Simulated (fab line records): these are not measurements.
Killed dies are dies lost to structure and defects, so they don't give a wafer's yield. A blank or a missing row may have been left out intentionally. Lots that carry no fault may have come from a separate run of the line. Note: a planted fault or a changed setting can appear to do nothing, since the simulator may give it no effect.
Matching of chambers | flow n5 finfet | N5_GATE_CUT_ETCH_36 on rie diel-02 has 4 sister chambers
The step etches SiARC in CF4, target depth 13 nm, time 21.7 s. 14 wafers are shown with their chamber, then 7 later ones without.

== WAFERS WITH THEIR CHAMBER ==
wafer  | chamber | showerhead plenum p Torr (Torr) | throttle valve pct (%) | drypump motor current A (A)
L078.1 | 1       | 2.08                            | 15.98                  | 5.7
L078.3 | 0       | 2.17                            | 15.66                  | 6.0
L078.6 | 2       | 2.23                            | 15.69                  | 6.0
L082.1 | 2       | 2.23                            | 15.70                  | 6.0
L082.2 | 3       | 2.11                            | 15.98                  | 5.7
L082.3 | 1       | 2.07                            | 15.98                  | 5.7
L084.2 | 1       | 2.07                            | 15.99                  | 5.7
L084.3 | 0       | 2.17                            | 15.68                  | 5.9
L084.5 | 2       | 2.23                            | 15.73                  | 6.0
L086.1 | 2       | 2.23                            | 15.73                  | 6.0
L086.3 | 1       | 2.07                            | 15.99                  | 5.7
L086.4 | 0       | 2.17                            | 15.70                  | 5.9
L088.1 | 3       | 2.11                            | 16.01                  | 5.8
L088.3 | 1       | 2.07                            | 16.01                  | 5.7

SIGNATURES, as means of the wafers listed above
reading                  | chamber 0 | chamber 1 | chamber 2 | chamber 3 | scatter within a chamber
showerhead plenum p Torr | 2.1700    | 2.0720    | 2.2300    | 2.1100    | 0.00283
throttle valve pct       | 15.6800   | 15.9900   | 15.7125   | 15.9950   | 0.0177
drypump motor current A  | 5.933     | 5.700     | 6.000     | 5.750     | 0.0342
Rule: for each reading, subtract the chamber's mean from the wafer's reading, divide by that reading's scatter and square the result; add these up over the readings and take the root, which gives the wafer's distance from the chamber. The wafer belongs to the nearest chamber; if the next one is less than 2 further off, it can't be placed. The scatter: the root of (the sum of the squares of (reading less its chamber's mean) over the shown wafers, divided by (wafers less chambers)).

== WAFERS WHOSE CHAMBER IS MISSING ==
wafer  | showerhead plenum p Torr (Torr) | throttle valve pct (%) | drypump motor current A (A)
L088.5 | 2.11                            | 16.01                  | 5.8
L091.2 | 2.16                            | 15.72                  | 5.9
L091.3 | 2.22                            | 15.75                  | 6.0
L091.4 | 2.07                            | 16.01                  | 5.7
L097.2 | 2.10                            | 16.02                  | 5.7
L097.5 | 2.10                            | 16.05                  | 5.8
L097.6 | 2.16                            | 15.16                  | 5.9

== WHICH CHAMBER EACH WENT THROUGH ==
wafer  | from the rows above | in truth
L088.5 | 3                   | 3
L091.2 | 0                   | 0
L091.3 | 2                   | 2
L091.4 | 1                   | 1
L097.2 | 3                   | 3
L097.5 | 3                   | 3
L097.6 | 0                   | 0
Correctly placed: 7 of 7. Can't be placed from these rows: 0. Placed wrongly: 0.
